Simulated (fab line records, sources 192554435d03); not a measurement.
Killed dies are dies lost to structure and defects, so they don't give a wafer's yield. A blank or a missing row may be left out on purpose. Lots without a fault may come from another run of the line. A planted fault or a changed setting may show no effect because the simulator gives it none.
fab line records | flow n5_finfet
record lots=5 wafers=15 last_day=17
route steps=1938 shown SDB@376 DUMMY_REMOVAL@377 HKMG_FIN@385
lots that met no fault: from a run of the same line without faults
start_h: hours from the record's first day to the start of the lot's first wafer shown | wait_h: hours since the lot's step before | " the same as in the row above | L1.1+2: a row that stands for several wafers | - no value, or no start given | * or withheld: withheld | < > ~ a bound
route shown NAME@n: a module of which the file shows steps, and the number in the route of the first | usual: mean/standard deviation of fault-free wafers | same: alike in all rows | chamber/n: place in a boat | sites: the reading at each site | _std_site: their standard deviation | _edge_site: outer sites' mean less inner sites' | radius_mm: how far each site lies from the wafer's centre | mask NAME#n: copy n | behind: the tool/chamber that last shaped the wafer | hold: why the lot was held/for how many hours/how that ended | device: the transistor (n, p or np) that didn't switch | end of line: the same wafers' tests at the end of the route | a step without rows: its recipe alone | killed: dies lost to structure and defects at the first sort, not the wafer's yield | map: a wafer's dies, x killed, . not, _ none there
set.NAME: the setting as run; set.NAME@STEP: as run at that earlier step | model.NAME: the simulator's own value behind a step, which no gauge read
lots at some steps of the route; a table a step, a row a wafer
services: from which hour (start_h, from the record's first day; less than 0 if before it) a tool's chamber was out of use, for how many hours, and why
## steps
# step N5_SDB_INSPECT_36
# recipe inspect_instrument=darkfield mode=post_cmp
# usual raw_defect_count=37/18
# columns lot.wafer tool chamber start_h wait_h raw_defect_count
L076.3 defect_inspect-01 - 82.16 0.0 63
L076.4 " - " " 57
L076.6 " - " " 45
L088.2 defect_inspect-01 - 153.21 0.3 24
L088.3 " - " " 33
L088.6 " - " " 35
L091.1 defect_inspect-01 - 170.80 0.0 26
L091.4 " - " " 14
L091.5 " - " " 18
L093.3 defect_inspect-01 - 184.46 0.0 46
L093.4 " - " " 25
L093.6 " - " " 54
L094.3 defect_inspect-01 - 187.72 0.0 48
L094.5 " - " " 34
L094.6 " - " " 47
# step N5_DUMMY_REMOVAL_HM_STRIP_01
# recipe chemistry=CH3F/O2 material=SiNx target_depth_a=40 stop_on=poly-Si time_s=6.8 over_etch_frac=0.3 ion_energy_ev=60 power_w=410 bias_w=29 Ar_flow_sccm=150 CH3F_flow_sccm=30 O2_flow_sccm=20
# usual drypump_motor_current_A=5.8/0.42 oes_product_au=0.65/0.056 rf_vpp_V=127.4/0.91 showerhead_plenum_p_Torr=2.00/0.051 throttle_valve_pct=16.32/0.15
# columns lot.wafer tool chamber start_h wait_h drypump_motor_current_A oes_product_au rf_hours_counter_h rf_vpp_V showerhead_plenum_p_Torr throttle_valve_pct
L076.3 rie_diel-05 0 82.19 0.0 5.9 0.56 239 128.0 2.05 16.57
L076.4 " 1 " " 6.1 0.67 79 126.8 1.96 16.39
L076.6 " 1 " " 6.1 0.67 - 127.7 1.96 16.39
L088.2 rie_diel-05 0 153.25 0.0 5.9 0.81 0 126.8 2.05 16.15
L088.3 " 2 " " 5.3 0.64 100 128.0 2.01 16.43
L088.6 " 1 " " 6.1 0.65 - 127.3 1.95 16.43
L091.1 rie_diel-05 0 170.84 0.0 5.9 0.78 6 127.2 2.05 16.15
L091.4 " 2 " " 5.3 0.64 106 127.8 2.01 16.45
L091.5 " 2 " " 5.3 0.64 - 128.6 2.01 16.45
L093.3 rie_diel-05 2 184.50 0.0 5.3 0.64 110 128.2 2.01 16.47
L093.4 " 3 " " 6.2 0.58 224 127.5 2.04 16.35
L093.6 " 0 " " 5.9 0.76 - 128.9 2.04 16.17
L094.3 rie_diel-01 3 187.75 0.0 6.0 0.64 150 127.8 2.02 16.31
L094.5 " 1 " " 6.3 0.67 - 127.3 1.95 16.05
L094.6 " 2 " " 5.1 0.66 - 127.6 1.95 16.42
# step N5_DUMMY_REMOVAL_STRIP_10
# recipe chemistry=N2/H2 time_s=40 power_w=100 temp_c=40 pressure_mtorr=100 rf_frequency_hz=6e+07 bias_power_w=3 n2_flow_sccm=300 h2_flow_sccm=300
# usual drypump_motor_current_A=5.9/0.42 oes_product_au=0.80/0.073 rf_vpp_V=45.4/0.84 showerhead_plenum_p_Torr=3.36/0.097 throttle_valve_pct=12.19/0.19
# columns lot.wafer tool chamber start_h wait_h drypump_motor_current_A oes_product_au rf_hours_counter_h rf_vpp_V showerhead_plenum_p_Torr throttle_valve_pct
L076.3 rie_diel-05 0 82.23 0.0 5.9 0.69 239 44.8 3.47 12.62
L076.4 " 1 " " 6.1 0.82 79 43.9 3.27 12.10
L076.6 " 1 " " 6.1 0.82 - 43.7 3.27 12.10
L088.2 rie_diel-05 0 153.28 0.0 5.9 1.00 0 44.2 3.46 12.01
L088.3 " 2 " " 5.3 0.80 100 46.6 3.43 12.37
L088.6 " 1 " " 6.1 0.80 - 43.8 3.26 12.14
L091.1 rie_diel-05 0 170.88 0.0 5.9 0.97 6 44.4 3.46 12.04
L091.4 " 2 " " 5.3 0.80 106 46.0 3.43 12.38
L091.5 " 2 " " 5.3 0.79 - 45.6 3.43 12.38
L093.3 rie_diel-05 2 184.54 0.0 5.3 0.80 110 46.8 3.42 12.39
L093.4 " 3 " " 6.2 0.72 224 44.7 3.47 12.40
L093.6 " 0 " " 5.9 0.94 - 45.9 3.46 12.05
L094.3 rie_diel-01 3 187.78 0.0 6.0 0.78 150 44.7 3.37 12.07
L094.5 " 1 " " 6.4 0.84 - 45.4 3.30 11.93
L094.6 " 2 " " 5.2 0.80 - 45.5 3.26 12.21
# step N5_DUMMY_REMOVAL_PRECLEAN_07
# recipe chemistry=dHF time_s=30 temp_c=25 dilution=withheld
# columns lot.wafer tool chamber start_h wait_h
L076.3+4+6 wet_bench-03 3,2,5 82.32 0.1
L088.2+3+6 wet_bench-03 3,4,0 153.38 0.1
L091.1+4+5 wet_bench-02 7,4,1 170.97 0.1
L093.3+4+6 wet_bench-02 1,6,4 184.63 0.1
L094.3+5+6 wet_bench-04 4,5,1 187.88 0.1
# step N5_DUMMY_REMOVAL_DUMMY_REMOVE_02
# recipe chemistry=TMAH temp_c=70 target=poly-Si stop_on=SiO2 target_depth_nm=142 conc_wt_pct=5 time_s=57 dry=ipa_marangoni rinse_time_s=30 rinse_temp_c=23
# usual conc_wt_pct=5.00/0.056
# columns lot.wafer tool chamber start_h wait_h conc_wt_pct
L076.3 wet_bench-03 3 82.33 0.0 5.00
L076.4 " 2 " " 4.98
L076.6 " 5 " " 5.01
L088.2 wet_bench-03 3 153.39 0.0 4.96
L088.3 " 4 " " 4.92
L088.6 " 0 " " 4.98
L091.1 wet_bench-02 7 170.98 0.0 4.97
L091.4 " 4 " " 4.97
L091.5 " 1 " " 4.96
L093.3 wet_bench-02 1 184.64 0.0 5.10
L093.4 " 6 " " 5.08
L093.6 " 4 " " 5.07
L094.3 wet_bench-04 4 187.89 0.0 5.03
L094.5 " 5 " " 5.03
L094.6 " 1 " " 5.03
# step N5_DUMMY_REMOVAL_INSPECT_06
# recipe inspect_instrument=brightfield mode=aei
# usual raw_defect_count=12/5.9
# columns lot.wafer tool chamber start_h wait_h raw_defect_count
L076.3 defect_inspect-01 - 82.39 0.0 12
L076.4 " - " " 10
L076.6 " - " " 12
L088.2 defect_inspect-01 - 153.44 0.0 14
L088.3 " - " " 16
L088.6 " - " " 9
L091.1 defect_inspect-02 - 171.04 0.0 8
L091.4 " - " " 8
L091.5 " - " " 2
L093.3 defect_inspect-02 - 184.71 0.0 22
L093.4 " - " " 12
L093.6 " - " " 15
L094.3 defect_inspect-01 - 187.95 0.0 17
L094.5 " - " " 20
L094.6 " - " " 7
# step N5_DUMMY_REMOVAL_PRECLEAN_08
# recipe chemistry=NF3:NH3 afs_cycles=2 temp_c=30 time_s=20 sublimation_temp_c=180 sublimation_time_s=60 pressure_torr=3 rf_power_w=30
# usual sublimation_temp_c=179.99/0.16
# columns lot.wafer tool chamber start_h wait_h sublimation_temp_c
L076.3 remote_plasma-01 1 82.51 0.1 180.03
L076.4 " 1 " " 180.01
L076.6 " 1 " " 180.17
L088.2 remote_plasma-01 1 153.51 0.1 179.70
L088.3 " 1 " " 179.99
L088.6 " 1 " " 179.69
L091.1 remote_plasma-02 1 171.07 0.0 180.06
L091.4 " 1 " " 180.08
L091.5 " 1 " " 179.79
L093.3 remote_plasma-01 1 184.80 0.1 179.78
L093.4 " 1 " " 180.03
L093.6 " 1 " " 179.97
L094.3 remote_plasma-01 1 188.04 0.1 180.02
L094.5 " 1 " " 180.16
L094.6 " 1 " " 179.84
# step N5_DUMMY_REMOVAL_PRECLEAN_04
# recipe chemistry=DHF time_s=37 temp_c=25 dilution=500:1
# columns lot.wafer tool chamber start_h wait_h
L076.3+4+6 wet_bench-03 3,2,4 82.70 0.2
L088.2+3+6 wet_bench-02 6,7,4 153.69 0.2
L091.1+4+5 wet_bench-04 3,1,7 171.28 0.2
L093.3+4+6 wet_bench-04 7,3,4 184.96 0.1
L094.3+5+6 wet_bench-02 0,4,2 188.19 0.1
# step N5_DUMMY_REMOVAL_SRD_05
# recipe dry=ipa_marangoni do_ppb=5 time_s=30 temp_c=23 rinse_liquid=diw
# usual do_ppb=5.00/0.05
# columns lot.wafer tool chamber start_h wait_h do_ppb
L076.3 wet_bench-03 3 82.71 0.0 4.96
L076.4 " 2 " " 5.01
L076.6 " 4 " " 5.04
L088.2 wet_bench-02 6 153.70 0.0 4.99
L088.3 " 7 " " 4.92
L088.6 " 4 " " 4.98
L091.1 wet_bench-04 3 171.30 0.0 5.02
L091.4 " 1 " " 4.95
L091.5 " 7 " " 4.96
L093.3 wet_bench-04 7 184.98 0.0 5.00
L093.4 " 3 " " 4.98
L093.6 " 4 " " 5.07
L094.3 wet_bench-02 0 188.21 0.0 5.00
L094.5 " 4 " " 4.96
L094.6 " 2 " " 4.95
# step N5_HKMG_FIN_IL_REGROW_00
# recipe material=SiO2 target_thk_a=7.5 chemistry=O3 temp_c=withheld time_s=30
# columns lot.wafer tool chamber start_h wait_h
L076.3+4+6 ald_hk-03 3,2,1 82.76 0.0
L088.2+3+6 ald_hk-01 3,0,1 153.75 0.0
L091.1+4+5 ald_hk-02 3,2,0 171.34 0.0
L093.3+4+6 ald_hk-02 2,3,2 185.02 0.0
L094.3+5+6 ald_hk-03 1,1,2 188.25 0.0
# step N5_HKMG_FIN_HK_ALD_01
# recipe material=HfO2 target_thk_a=16 temp_c=withheld ald_precursor_family=HfCl4 ald_co_reactant=H2O pulse_time_s=3 purge_time_s=3 co_reactant_purge_time_s=2.5 co_reactant_pulse_time_s=0.3 ald_cycles=30
# usual precursor_pulse_height_rel=1.002/0.021
# same co_reactant_purge_time_s=2.5
# columns lot.wafer tool chamber start_h wait_h precursor_pulse_height_rel
L076.3 ald_hk-03 3 82.86 0.1 0.982
L076.4 " 2 " " 0.985
L076.6 " 1 " " 0.993
L088.2 ald_hk-01 3 153.80 0.0 1.012
L088.3 " 0 " " 0.934
L088.6 " 1 " " 1.003
L091.1 ald_hk-02 3 171.39 0.0 0.981
L091.4 " 2 " " 0.993
L091.5 " 0 " " 1.021
L093.3 ald_hk-02 2 185.07 0.0 0.981
L093.4 " 3 " " 1.014
L093.6 " 2 " " 1.037
L094.3 ald_hk-03 1 188.30 0.0 0.983
L094.5 " 1 " " 1.011
L094.6 " 2 " " 0.989
# step N5_HKMG_FIN_HK_ANNEAL_02
# recipe temp_c=700 time_s=30 ambient=N2 idle_temp_c=600 ramp_up_c_per_s=150 ramp_down_c_per_s=60 cool_to_c=600
# usual lamp_power_pct=8.80/0.057 wafer_temp_C_max=703.0/0.61
# columns lot.wafer tool chamber start_h wait_h lamp_power_pct wafer_temp_C_max
L076.3 rtp_anneal-01 0 83.27 0.3 8.82 702.3
L076.4 " 0 " " 8.74 702.3
L076.6 " 0 " " 8.83 702.8
L088.2 rtp_anneal-02 0 154.02 0.1 8.72 702.8
L088.3 " 0 " " 8.83 703.1
L088.6 " 0 " " 8.78 703.3
L091.1 rtp_anneal-02 0 171.71 0.2 8.81 701.9
L091.4 " 0 " " 8.90 703.0
L091.5 " 0 " " 8.74 703.0
L093.3 rtp_anneal-02 0 185.32 0.2 8.78 704.0
L093.4 " 0 " " 8.82 702.5
L093.6 " 0 " " 8.76 702.5
L094.3 rtp_anneal-02 0 188.55 0.2 8.82 703.8
L094.5 " 0 " " 8.86 703.2
L094.6 " 0 " " 8.74 702.4
# step N5_HKMG_FIN_ALD_74
# recipe material=La2O3 target_thk_a=5 temp_c=250 ald_precursor_family=La-Cp ald_co_reactant=O3 pulse_time_s=6 co_reactant_pulse_time_s=1 purge_time_s=3 co_reactant_purge_time_s=3
# usual heater_power_w=336/25 precursor_pulse_height_rel=0.999/0.021
# same co_reactant_purge_time_s=3
# columns lot.wafer tool chamber start_h wait_h heater_power_w precursor_pulse_height_rel
L076.3 ald_hk-02 2 83.43 0.1 291 0.998
L076.4 " 0 " " 341 1.007
L076.6 " 2 " " 291 1.011
L088.2 ald_hk-02 3 154.20 0.2 383 1.021
L088.3 " 0 " " 339 0.992
L088.6 " 0 " " 344 1.016
L091.1 ald_hk-01 0 171.92 0.2 334 0.971
L091.4 " 3 " " 331 0.977
L091.5 " 0 " " 327 0.997
L093.3 ald_hk-01 3 185.48 0.1 334 1.000
L093.4 " 2 " " 328 1.001
L093.6 " 2 " " 325 1.024
L094.3 ald_hk-02 2 188.70 0.1 290 1.016
L094.5 " 2 " " 299 1.044
L094.6 " 1 " " 332 1.017
# step N5_HKMG_FIN_ALD_75
# recipe material=Al2O3 target_thk_a=10 temp_c=150 ald_precursor_family=TMA ald_co_reactant=H2O pulse_time_s=withheld co_reactant_pulse_time_s=1
# usual heater_power_w=145/11 precursor_pulse_height_rel=0.996/0.02
# columns lot.wafer tool chamber start_h wait_h heater_power_w precursor_pulse_height_rel
L076.3 ald_hk-02 2 83.50 0.0 128 0.989
L076.4 " 0 " " 146 1.037
L076.6 " 2 " " 124 0.986
L088.2 ald_hk-02 3 154.28 0.0 171 1.006
L088.3 " 0 " " 150 1.009
L088.6 " 0 " " 148 1.015
L091.1 ald_hk-01 0 172.00 0.0 142 0.944
L091.4 " 3 " " 144 0.978
L091.5 " 0 " " 141 0.994
L093.3 ald_hk-01 3 185.55 0.0 141 0.972
L093.4 " 2 " " 143 1.044
L093.6 " 2 " " 142 0.990
L094.3 ald_hk-02 2 188.78 0.0 129 0.990
L094.5 " 2 " " 127 0.996
L094.6 " 1 " " 143 0.950
# step N5_HKMG_FIN_COAT_41
# recipe resist=SOC temp_c=250 time_s=60 spin_rpm=1500 resist_thk_nm=300
# usual dispense_pressure_kPa=52/4.7
# columns lot.wafer tool chamber start_h wait_h dispense_pressure_kPa
L076.3 litho_track-03 0 83.60 - 46
L076.4 " 0 " " 46
L076.6 " 0 " " 46
L088.2 litho_track-02 0 154.38 - 57
L088.3 " 0 " " 57
L088.6 " 0 " " 57
L091.1 litho_track-01 0 172.10 - 55
L091.4 " 0 " " 55
L091.5 " 0 " " 55
L093.3 litho_track-03 0 185.65 - 46
L093.4 " 0 " " 46
L093.6 " 0 " " 46
L094.3 litho_track-02 0 188.88 - 57
L094.5 " 0 " " 57
L094.6 " 0 " " 56
# step N5_HKMG_FIN_COAT_42
# recipe resist=SiARC temp_c=220 time_s=60 spin_rpm=1500 resist_thk_nm=35
# usual dispense_pressure_kPa=52/4.7
# columns lot.wafer tool chamber start_h wait_h dispense_pressure_kPa
L076.3 litho_track-03 0 - - 46
L076.4 " 0 " " 46
L076.6 " 0 " " 46
L088.2 litho_track-02 0 - - 57
L088.3 " 0 " " 57
L088.6 " 0 " " 57
L091.1 litho_track-01 0 - - 55
L091.4 " 0 " " 55
L091.5 " 0 " " 55
L093.3 litho_track-03 0 - - 46
L093.4 " 0 " " 46
L093.6 " 0 " " 46
L094.3 litho_track-02 0 - - 57
L094.5 " 0 " " 57
L094.6 " 0 " " 57
# step N5_HKMG_FIN_COAT_43
# recipe resist=CAR-ArF spin_rpm=1500 resist_thk_nm=90
# usual dispense_pressure_kPa=52/4.7
# columns lot.wafer tool chamber start_h wait_h dispense_pressure_kPa
L076.3 litho_track-03 0 - - 46
L076.4 " 0 " " 46
L076.6 " 0 " " 46
L088.2 litho_track-02 0 - - 57
L088.3 " 0 " " 57
L088.6 " 0 " " 57
L091.1 litho_track-01 0 - - 55
L091.4 " 0 " " 55
L091.5 " 0 " " 55
L093.3 litho_track-03 0 - - 46
L093.4 " 0 " " 46
L093.6 " 0 " " 46
L094.3 litho_track-02 0 - - 57
L094.5 " 0 " " 57
L094.6 " 0 " " 57
# step N5_HKMG_FIN_EBR_45
# recipe solvent=PGMEA ebr_width_mm=1.5
# columns lot.wafer tool chamber start_h wait_h
L076.3+4+6 litho_track-03 0 - -
L088.2+3+6 litho_track-02 0 - -
L091.1+4+5 litho_track-01 0 - -
L093.3+4+6 litho_track-03 0 - -
L094.3+5+6 litho_track-02 0 - -
# step N5_HKMG_FIN_SOFTBAKE_44
# recipe temp_c=110 time_s=60 resist=CAR-ArF
# columns lot.wafer tool chamber start_h wait_h
L076.3+4+6 litho_track-03 0 - -
L088.2+3+6 litho_track-02 0 - -
L091.1+4+5 litho_track-01 0 - -
L093.3+4+6 litho_track-03 0 - -
L094.3+5+6 litho_track-02 0 - -
# step N5_HKMG_FIN_EXPOSE_46
# recipe mask_id=NDIPOLE na=1.35 source_shape=conventional sigma_outer=0.8 polarization=unpolarized dose_mj=40
# usual focus_offset_nm=-0.1/0.57 reticle_temp_C=22.99/0.089
# columns lot.wafer tool chamber start_h wait_h mask focus_offset_nm reticle_temp_C
L076.3 arfi_scanner-03 0 83.73 - NDIPOLE#0 0.5 23.01
L076.4 " 0 " " NDIPOLE#0 -0.1 23.07
L076.6 " 0 " " NDIPOLE#0 0.3 22.98
L088.2 arfi_scanner-01 0 154.63 - NDIPOLE#0 -0.8 22.88
L088.3 " 0 " " NDIPOLE#0 0.4 22.89
L088.6 " 0 " " NDIPOLE#0 -0.5 22.97
L091.1 arfi_scanner-02 0 172.34 - NDIPOLE#0 -0.4 22.94
L091.4 " 0 " " NDIPOLE#0 0.3 22.91
L091.5 " 0 " " NDIPOLE#0 1.2 23.02
L093.3 arfi_scanner-03 0 185.78 - NDIPOLE#0 -0.8 23.01
L093.4 " 0 " " NDIPOLE#0 0.0 22.92
L093.6 " 0 " " NDIPOLE#0 -0.3 23.15
L094.3 arfi_scanner-03 0 189.01 - NDIPOLE#0 0.1 23.01
L094.5 " 0 " " NDIPOLE#0 0.4 23.12
L094.6 " 0 " " NDIPOLE#0 -0.1 23.17
# step N5_HKMG_FIN_PEB_47
# recipe peb_temp_c=withheld peb_time_s=60 resist=CAR-ArF
# columns lot.wafer tool chamber start_h wait_h
L076.3+4+6 litho_track-01 0 83.78 0.0
L088.2+3+6 litho_track-03 0 154.68 0.0
L091.1+4+5 litho_track-02 0 172.40 0.1
L093.3+4+6 litho_track-03 0 185.83 0.0
L094.3+5+6 litho_track-02 0 189.06 0.0
# step N5_HKMG_FIN_DEVELOP_48
# recipe develop_time_s=30 developer=TMAH resist=CAR-ArF rinse_liquid=diw dry=air_spin dev_temp_c=23
# columns lot.wafer tool chamber start_h wait_h
L076.3+4+6 litho_track-01 0 - -
L088.2+3+6 litho_track-03 0 - -
L091.1+4+5 litho_track-02 0 - -
L093.3+4+6 litho_track-03 0 - -
L094.3+5+6 litho_track-02 0 - -
# step N5_HKMG_FIN_CD_MEAS_49
# recipe target_cd_nm=202 landing_energy_ev=500 detector=se_inlens polarity=opening
# usual cd_nm=202.1/0.7
# columns lot.wafer tool chamber start_h wait_h cd_nm
L076.3 cd_sem-02 0 83.85 - 201.7
L076.4 " 0 " " 201.8
L076.6 " 0 " " 202.7
L088.2 cd_sem-01 0 154.75 - 202.4
L088.3 " 0 " " 202.6
L088.6 " 0 " " 202.0
L091.1 cd_sem-01 0 172.46 - 202.6
L091.4 " 0 " " 202.6
L091.5 " 0 " " 202.0
L093.3 cd_sem-02 0 185.90 - 201.0
L093.4 " 0 " " 201.4
L093.6 " 0 " " 201.6
L094.3 cd_sem-02 0 189.12 - 203.0
L094.5 " 0 " " 202.6
L094.6 " 0 " " 202.5
# step N5_HKMG_FIN_OVL_MEAS_50
# recipe points_per_wafer=44
# usual NDIPOLE_OVL=0.3/0.69
# columns lot.wafer tool chamber start_h wait_h NDIPOLE_OVL[nm]
L076.3 overlay-01 0 83.88 0.0 1.5
L076.4 " 0 " " 0.5
L076.6 " 0 " " 0.8
L088.2 overlay-02 0 154.77 0.0 0.9
L088.3 " 0 " " 0.3
L088.6 " 0 " " 1.1
L091.1 overlay-02 0 172.50 0.0 -0.6
L091.4 " 0 " " 0.1
L091.5 " 0 " " -1.0
L093.3 overlay-01 0 185.92 0.0 -0.2
L093.4 " 0 " " -0.4
L093.6 " 0 " " -0.4
L094.3 overlay-02 0 189.15 0.0 1.3
L094.5 " 0 " " 0.5
L094.6 " 0 " " -0.2
# step N5_HKMG_FIN_INSPECT_61
# recipe mode=adi inspect_instrument=macro
# usual raw_defect_count=2.1/1.5
# columns lot.wafer tool chamber start_h wait_h raw_defect_count
L076.3 defect_inspect-02 - 83.90 0.0 3
L076.4 " - " " 0
L076.6 " - " " 1
L088.2 defect_inspect-01 - 154.80 0.0 4
L088.3 " - " " 2
L088.6 " - " " 0
L091.1 defect_inspect-01 - 172.52 0.0 2
L091.4 " - " " 4
L091.5 " - " " 4
L093.3 defect_inspect-01 - 185.95 0.0 4
L093.4 " - " " 2
L093.6 " - " " 5
L094.3 defect_inspect-01 - 189.18 0.0 2
L094.5 " - " " 1
L094.6 " - " " 1
# step N5_HKMG_FIN_DESCUM_53
# recipe chemistry=O2 time_s=7.9 source_power_w=50 bias_power_w=20 pressure_mtorr=20 rf_frequency_hz=2.712e+07 temp_c=40 resist=CAR-ArF o2_flow_sccm=225
# usual drypump_motor_current_A=5.65/0.27 oes_product_au=0.75/0.05 rf_vpp_V=243.3/1.3 showerhead_plenum_p_Torr=2.10/0.073 throttle_valve_pct=20.48/0.22
# columns lot.wafer tool chamber start_h wait_h drypump_motor_current_A oes_product_au rf_hours_counter_h rf_vpp_V showerhead_plenum_p_Torr throttle_valve_pct
L076.3 rie_diel-03 3 83.93 0.0 5.91 0.92 20 243.8 2.25 20.41
L076.4 " 1 " " 5.29 0.72 157 243.8 2.17 20.37
L076.6 " 3 " " 5.92 0.92 - 245.1 2.25 20.39
L088.2 rie_diel-02 2 154.83 0.0 5.40 0.72 215 245.0 2.05 20.24
L088.3 " 1 " " 5.86 0.72 203 243.1 2.16 20.62
L088.6 " 0 " " 5.61 0.69 - 242.1 2.09 20.41
L091.1 rie_diel-02 2 172.66 0.1 5.44 0.72 223 243.7 2.05 20.27
L091.4 " 3 " " 5.55 0.73 208 242.6 2.07 20.87
L091.5 " 0 " " 5.62 0.69 - 242.7 2.08 20.41
L093.3 rie_diel-06 1 185.99 0.0 5.44 0.73 209 242.1 2.08 20.81
L093.4 " 1 " " 5.43 0.73 - 243.0 2.08 20.82
L093.6 " 3 " " 5.28 0.75 - 240.8 2.00 20.20
L094.3 rie_diel-03 3 189.32 0.1 5.93 0.85 55 243.7 2.24 20.47
L094.5 " 3 " " 5.93 0.85 - 244.2 2.24 20.47
L094.6 " 2 " " 6.15 0.70 - 242.7 2.06 20.25
# step N5_HKMG_FIN_ETCH_54
# recipe chemistry=CF4 target=SiARC target_depth_a=455 mask_material=CAR-ArF time_s=75.8 ion_energy_ev=80 pressure_mtorr=40 source_w=545 bias_w=36 Ar_flow_sccm=100 cf4_flow_sccm=100 ends=cleared
# usual drypump_motor_current_A=5.64/0.27 etch_rf_on_time_s=75.7/1.7 oes_product_au=0.64/0.042 rf_vpp_V=184.1/1.3 showerhead_plenum_p_Torr=2.15/0.062 throttle_valve_pct=15.71/0.2
# columns lot.wafer tool chamber start_h wait_h drypump_motor_current_A etch_rf_on_time_s oes_product_au rf_hours_counter_h rf_vpp_V showerhead_plenum_p_Torr throttle_valve_pct
L076.3 rie_diel-03 3 83.97 0.0 5.90 76.5 0.78 20 185.9 2.27 15.40
L076.4 " 1 " " 5.29 73.1 0.63 157 184.3 2.22 15.58
L076.6 " 3 " " 5.91 76.8 0.78 - 187.1 2.27 15.39
L088.2 rie_diel-02 2 154.87 0.0 5.36 73.8 0.62 215 184.0 2.12 15.64
L088.3 " 1 " " 5.86 74.8 0.63 203 184.7 2.21 15.87
L088.6 " 0 " " 5.60 78.9 0.59 - 183.7 2.13 15.69
L091.1 rie_diel-02 2 172.70 0.0 5.35 74.6 0.62 223 183.2 2.12 15.67
L091.4 " 3 " " 5.56 75.0 0.63 208 183.8 2.12 16.10
L091.5 " 0 " " 5.56 80.3 0.57 - 183.7 2.13 15.68
L093.3 rie_diel-06 1 186.02 0.0 5.42 78.0 0.62 209 182.9 2.12 15.94
L093.4 " 1 " " 5.46 77.4 0.61 - 183.5 2.12 15.95
L093.6 " 3 " " 5.26 76.5 0.62 - 182.6 2.05 15.42
L094.3 rie_diel-03 3 189.36 0.0 5.90 76.6 0.72 55 184.0 2.26 15.47
L094.5 " 3 " " 5.92 76.9 0.73 - 183.7 2.26 15.48
L094.6 " 2 " " 6.12 77.8 0.59 - 183.1 2.13 15.60
# step N5_HKMG_FIN_ETCH_55
# recipe chemistry=N2/H2 target=SOC target_depth_a=2400 temp_c=40 time_s=300 ion_energy_ev=200 mask_material=SiARC pressure_mtorr=30 source_w=840 bias_w=150 n2_flow_sccm=200 h2_flow_sccm=200
# usual drypump_motor_current_A=5.65/0.27 oes_product_au=0.75/0.048 rf_vpp_V=524.1/2.3 showerhead_plenum_p_Torr=2.55/0.08 throttle_valve_pct=17.95/0.2
# columns lot.wafer tool chamber start_h wait_h drypump_motor_current_A oes_product_au rf_hours_counter_h rf_vpp_V showerhead_plenum_p_Torr throttle_valve_pct
L076.3 rie_diel-03 3 84.02 0.0 5.91 0.90 20 528.2 2.71 17.71
L076.4 " 1 " " 5.28 0.73 157 527.5 2.65 17.84
L076.6 " 3 " " 5.91 0.91 - 527.6 2.71 17.71
L088.2 rie_diel-02 2 154.92 0.0 5.44 0.74 215 522.5 2.52 17.83
L088.3 " 1 " " 5.88 0.74 203 526.7 2.63 18.15
L088.6 " 0 " " 5.67 0.69 - 523.7 2.51 17.69
L091.1 rie_diel-02 2 172.75 0.0 5.40 0.73 223 521.7 2.52 17.83
L091.4 " 3 " " 5.56 0.74 208 523.6 2.51 18.25
L091.5 " 0 " " 5.59 0.68 - 522.9 2.51 17.69
L093.3 rie_diel-06 1 186.08 0.0 5.43 0.74 209 522.5 2.53 18.23
L093.4 " 1 " " 5.43 0.73 - 522.8 2.53 18.25
L093.6 " 3 " " 5.25 0.73 - 519.5 2.43 17.63
L094.3 rie_diel-03 3 189.41 0.0 5.91 0.85 55 529.5 2.69 17.78
L094.5 " 3 " " 5.92 0.85 - 527.3 2.69 17.78
L094.6 " 2 " " 6.14 0.70 - 523.5 2.51 17.85
# step N5_HKMG_FIN_STRIP_56
# recipe chemistry=N2/H2 temp_c=40 n2_flow_sccm=200 h2_flow_sccm=200 rf_frequency_hz=6e+07
# columns lot.wafer tool chamber start_h wait_h
L076.3+4+6 rie_diel-03 3,1,3 84.20 0.1
L088.2+3+6 rie_diel-02 2,1,0 155.10 0.1
L091.1+4+5 rie_diel-02 2,3,0 172.94 0.1
L093.3+4+6 rie_diel-06 1,1,3 186.26 0.1
L094.3+5+6 rie_diel-03 3,3,2 189.59 0.1
# step N5_HKMG_FIN_STRIP_57
# recipe chemistry=CF4 resist=SiARC power_w=300 bias_power_w=75 pressure_mtorr=50 cf4_flow_sccm=150 rf_frequency_hz=6e+07
# usual drypump_motor_current_A=5.65/0.27 oes_product_au=0.74/0.048 rf_vpp_V=271.3/1.4 showerhead_plenum_p_Torr=1.81/0.054 throttle_valve_pct=13.72/0.19
# columns lot.wafer tool chamber start_h wait_h drypump_motor_current_A oes_product_au rf_hours_counter_h rf_vpp_V showerhead_plenum_p_Torr throttle_valve_pct
L076.3 rie_diel-03 3 84.21 0.0 5.92 0.90 20 272.8 1.91 13.40
L076.4 " 1 " " 5.28 0.72 157 273.0 1.87 13.59
L076.6 " 3 " " 5.92 0.90 - 272.5 1.91 13.38
L088.2 rie_diel-02 2 155.11 0.0 5.39 0.72 215 271.5 1.78 13.65
L088.3 " 1 " " 5.87 0.73 203 272.8 1.87 13.91
L088.6 " 0 " " 5.59 0.70 - 271.1 1.80 13.73
L091.1 rie_diel-02 2 172.95 0.0 5.41 0.71 223 270.2 1.78 13.69
L091.4 " 3 " " 5.57 0.72 208 272.1 1.78 14.08
L091.5 " 0 " " 5.57 0.69 - 269.8 1.80 13.72
L093.3 rie_diel-06 1 186.27 0.0 5.43 0.73 209 270.1 1.78 13.91
L093.4 " 1 " " 5.44 0.72 - 270.0 1.77 13.91
L093.6 " 3 " " 5.19 0.73 - 269.8 1.72 13.43
L094.3 rie_diel-03 3 189.60 0.0 5.90 0.85 55 273.2 1.90 13.46
L094.5 " 3 " " 5.91 0.85 - 273.6 1.90 13.47
L094.6 " 2 " " 6.12 0.71 - 271.5 1.79 13.64
## services
# columns tool chamber start_h hours kind
rie_diel-02 - 58.78 1.6 repair
rie_diel-05 - 60.59 0.6 repair
wet_bench-03 - 61.71 2.2 repair
arfi_scanner-01 - 68.06 0.8 pm
rie_diel-02 2 69.19 10.5 repair
arfi_scanner-03 - 81.77 0.8 pm
arfi_scanner-03 - 91.89 0.4 repair
rie_diel-01 - 98.51 2.8 pm
arfi_scanner-02 - 100.38 2.9 repair
arfi_scanner-02 - 110.23 0.8 pm
arfi_scanner-03 - 110.65 1.0 pm
arfi_scanner-01 - 111.18 1.0 pm
rie_diel-01 3 111.79 13.2 repair
arfi_scanner-03 - 112.06 4.9 pm
arfi_scanner-02 - 113.62 0.5 repair
arfi_scanner-02 - 114.13 1.3 pm
rie_diel-06 3 119.33 22.6 repair
rie_diel-01 0 123.46 131.8 repair
rie_diel-05 1 126.84 5.4 repair
rie_diel-02 1 146.47 3.9 repair
arfi_scanner-03 - 152.25 1.0 pm
rie_diel-01 3 154.67 14.1 repair
arfi_scanner-03 - 157.42 1.3 pm
rie_diel-02 3 185.18 6.4 repair
## key
fault none
